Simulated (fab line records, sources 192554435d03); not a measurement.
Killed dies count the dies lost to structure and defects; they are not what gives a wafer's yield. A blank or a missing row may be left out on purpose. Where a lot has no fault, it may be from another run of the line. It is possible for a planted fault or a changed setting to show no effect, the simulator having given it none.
8D (eight disciplines) problem report, filled in by code + flow n5Finfet + the parts of the form that need people (team, actions taken, sign-off) are left out

## 1. PROBLEM STATEMENT
At N5_PASSIVATION_PROBE_49, killed_at_M4_up averages 103 over 2 wafers from 2 lots, while fault-free wafers read 13, standard deviation 5.3. That puts it +17 standard deviations away from the usual mean.
Earliest sighting: wafer L810.6 on prober-02 at day 14 23:25. At this step, 6 wafers from 4 lots have a number in the record. Rule for "out", or "out of limits": more than 4 standard deviations from the usual mean. All remaining wafers that have a number are taken as sound.

## 2. WHAT IT IS; WHAT IT IS NOT
| question                    | is                                                                                            | is not                                                                                                                 |
|-----------------------------|-----------------------------------------------------------------------------------------------|------------------------------------------------------------------------------------------------------------------------|
| which readings at this step | killed_at_M4_up, defectLimitedYield, killedDies, sort_bin_5_function, sortNPass, sortYieldPct | killed_at_M0_to_M3, killedAtContacts, killedAtFrontEnd, killedAtOther, killedOpen, sort_bin_6_memory, sort_bin_8_speed |
| which lots                  | L809, L810                                                                                    | L817, L818                                                                                                             |
| which wafers of those lots  | all that have a number                                                                        | -                                                                                                                      |
| read on which tools         | prober-01, prober-02                                                                          | -                                                                                                                      |
| when                        | from day 14 23:25                                                                             | up to then (0 sound wafers); but 4 sound wafers of L817, L818 came after                                               |

## 3. SUSPECTS, AND WHAT RULES EACH OUT
Counting: any tool at a process step up to the reading is kept as a suspect provided that every lot that is out went through it and no sound lot did after the first of them.
- plasmaAsher-01 at N5_BEOL_M13_STRIP_64 (strips in N2/H2): kept. It ran every lot that is out, first L810 (day 13 15:25), and no sound lot after that.
Left after counting: plasmaAsher-01 at N5_BEOL_M13_STRIP_64.

## 4. THE CAUSE (what the simulator had put in)
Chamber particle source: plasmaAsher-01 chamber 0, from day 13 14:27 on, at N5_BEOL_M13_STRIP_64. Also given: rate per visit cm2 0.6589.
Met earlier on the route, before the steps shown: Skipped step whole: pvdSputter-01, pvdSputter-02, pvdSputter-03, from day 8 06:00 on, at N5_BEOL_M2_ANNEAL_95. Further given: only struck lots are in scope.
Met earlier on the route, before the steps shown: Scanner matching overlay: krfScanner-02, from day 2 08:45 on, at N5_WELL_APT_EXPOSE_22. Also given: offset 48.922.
Only this tool survived the counting.

## 5. SEQUENCE OF EFFECTS, ordered by route
Each row: a reading where the mean over the struck wafers with a number is more than 3 standard deviations away from the usual. Only readings whose record carries a usual standard deviation are examined. hours: median over the lots of the time between each lot's start at the first step of this table that gives one and its start at this step. sigmas: the change, counted in usual standard deviations.
| hours | step                    | reading             | usual  | on struck wafers | change | sigmas |
|-------|-------------------------|---------------------|--------|------------------|--------|--------|
| 0     | N5_PASSIVATION_PROBE_49 | defectLimitedYield  | 91.6 % | 85.0             | -6.6   | -4.7   |
| 0     | N5_PASSIVATION_PROBE_49 | killed_at_M4_up     | 13     | 103              | +90    | +17    |
| 0     | N5_PASSIVATION_PROBE_49 | killedDies          | 99     | 178              | +79    | +4.9   |
| 0     | N5_PASSIVATION_PROBE_49 | killedOnRim         | 13     | 26               | +13    | +3.1   |
| 0     | N5_PASSIVATION_PROBE_49 | sort_bin_5_function | 4.9 %  | 9.0              | +4.1   | +4.6   |
| 0     | N5_PASSIVATION_PROBE_49 | sortNPass           | 1081   | 1001             | -80    | -4.7   |
| 0     | N5_PASSIVATION_PROBE_49 | sortYieldPct        | 91.6 % | 84.8             | -6.8   | -4.8   |
It contains these process steps:
- N5_PASSIVATION_PROBE_49

## 6. HOW IT WOULD HAVE BEEN CAUGHT EARLIER
33 hours passed between the start of the fault at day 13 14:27 and the first reading out of limits in this record, taken at day 14 23:25.
An alarm limit of 4 standard deviations would not have fired on the tool readings at N5_BEOL_M13_STRIP_64 for which the record gives a usual standard deviation, since none of them was out on any struck wafer.
All the lots that are out (2) had begun N5_BEOL_M13_STRIP_64 on plasmaAsher-01 by day 14 23:25. None of them would have been spared by holding the tool at that moment.
